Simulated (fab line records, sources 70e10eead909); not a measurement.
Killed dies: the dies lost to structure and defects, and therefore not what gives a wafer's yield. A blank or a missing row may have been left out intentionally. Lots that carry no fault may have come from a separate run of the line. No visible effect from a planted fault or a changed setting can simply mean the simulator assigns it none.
Comparing a struck lot with a sound one || flow nand harc || 15 out of 1302 route steps
Sound: these wafers, L635.1, L635.2, L635.4. Struck: wafers L648.4, L648.5, L648.6. The cause is named last.
Order at every step that has rows: each side's tool, ch and its chambers, its first start. Under that, the readings that differ: sound wafers || struck wafers || difference of the means || sigmas: that difference in standard deviations of wafers without a fault.
alike: same words and numbers on both sides, and readings whose means sit less than 2 such deviations apart. not compared: any withheld reading, any reading some wafer has no value for, any bound like >300 that may hide the same value, and any number with overlapping values for which the record gives no deviation.
A row with sigmas, a row that says differs or no value, or rows on one side alone: a step with any of these is where the two part. Numbers that have no deviation but don't overlap get no sigmas and don't part them. A reading missing from all wafers of one side parts the sides only when that side holds two or more wafers.

NHARC_P_ZERO_WELL_CD_MEAS_37: the cd target is 720 nm.
  sound on cd sem-03 ch 0, day 4 02:07; struck on cd sem-01 ch 0, day 9 12:38
  alike: cd nm
then, 1 step without rows for these wafers: NHARC_P_ZERO_WELL_HARDBAKE_38 (time 80 s).
NHARC_P_ZERO_WELL_DESCUM_39: chemistry O2, time 3 s.
  sound on rie diel-06 ch 1,2,3, day 4 02:16; struck on rie diel-08 ch 1,2,3, day 9 12:49
  alike: drypump motor current A, oes product au, rf vpp V, showerhead plenum p Torr, throttle valve pct
  not compared: rf hours counter h
then, 9 steps without rows for these wafers: NHARC_P_ZERO_WELL_IMPLANT_40; NHARC_P_ZERO_WELL_IMPLANT_59; NHARC_P_ZERO_WELL_IMPLANT_60; NHARC_P_ZERO_WELL_STRIP_41 (strips in SPM, time 840 s); NHARC_P_ZERO_WELL_DEHYDRATE_44 (time 120 s); NHARC_P_ZERO_WELL_HMDS_45 (time 30 s); NHARC_P_ZERO_WELL_COAT_46; NHARC_P_ZERO_WELL_SOFTBAKE_47 (time 95 s); NHARC_P_ZERO_WELL_EBR_48.
NHARC_P_ZERO_WELL_EXPOSE_49: exposes mask P HVPW, target cd 2000 nm.
  sound on krf scanner-02 ch 0, day 4 03:35; struck on krf scanner-02 ch 0, day 9 14:07
{"reading": "model.P_ZERO_WELL.overlay x nm (nm)", "sound": "-2.051 -2.051 -2.051", "struck": "32.47 32.47 32.47", "difference": "+34.52", "sigmas": ""}
  alike: mask, stage vel mm s
then, 1 step without rows for these wafers: NHARC_P_ZERO_WELL_PEB_50 (peb time 85 s).
-- break in the record here, with 23 days between the starts of the struck wafers on either side (left off in module P_ZERO_WELL, picked up again in module END, where the first step shown is number 1302 on the route) --
NHARC_END_SORT_01:
  sound on prober-01 ch 0, day 25 20:10; struck on prober-01 ch 0, day 32 17:22
  alike: killed at array, killed at other, killed at periphery, killed dies, killed open, killed short

== WHERE THEY PART ==
Nowhere in this record.

WHY: what had been put in by the simulator
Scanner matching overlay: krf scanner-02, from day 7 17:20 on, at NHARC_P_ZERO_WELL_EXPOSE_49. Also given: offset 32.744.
